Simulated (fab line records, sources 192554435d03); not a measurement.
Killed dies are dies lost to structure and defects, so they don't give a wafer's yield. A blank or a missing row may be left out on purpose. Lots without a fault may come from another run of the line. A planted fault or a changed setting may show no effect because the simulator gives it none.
Chamber matching | flow n5_finfet | N5_SD_EPI_P_ETCH_47 on rie_diel-03: 4 sister chambers
The step etches SiOCN in CH3F/O2, target depth 25 nm. 4 wafers are shown with their chamber, then 8 later ones without.

WAFERS WITH THEIR CHAMBER
wafer  | chamber | drypump_motor_current_A (A)
L088.5 | 0       | 6.3
L089.3 | 3       | 5.4
L089.5 | 2       | 5.7
L090.2 | 1       | 5.1

WAFERS WITHOUT THEIR CHAMBER
wafer  | drypump_motor_current_A (A)
L090.3 | 6.3
L090.4 | 5.4
L091.1 | 5.8
L091.3 | 5.1
L091.6 | 5.8
L094.1 | 6.2
L094.2 | 5.1
L094.3 | 5.5

WHICH CHAMBER EACH WENT THROUGH
wafer  | from the rows above     | in truth
L090.3 | 0                       | 0
L090.4 | 3                       | 3
L091.1 | 2                       | 2
L091.3 | 1                       | 1
L091.6 | 2                       | 2
L094.1 | 0                       | 0
L094.2 | 1                       | 1
L094.3 | can't be placed: 3 or 2 | 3
Placed correctly: 7 of 8. Can't be placed from these rows: 1 (the true chamber is among the candidates in 1). Placed wrongly: 0.
How it was worked out, from the rows above alone: a wafer's distance from a chamber is the root of the sum, over the readings, of the square of ((its reading less the chamber's mean) divided by the reading's scatter). The wafer belongs to the nearest chamber; if the next one is less than 2 further off, it can't be placed. A chamber's mean is the mean of its shown wafers. The scatter: with one shown wafer a chamber, the root of the mean of the squares of how far each hidden wafer lies from its nearest shown one.
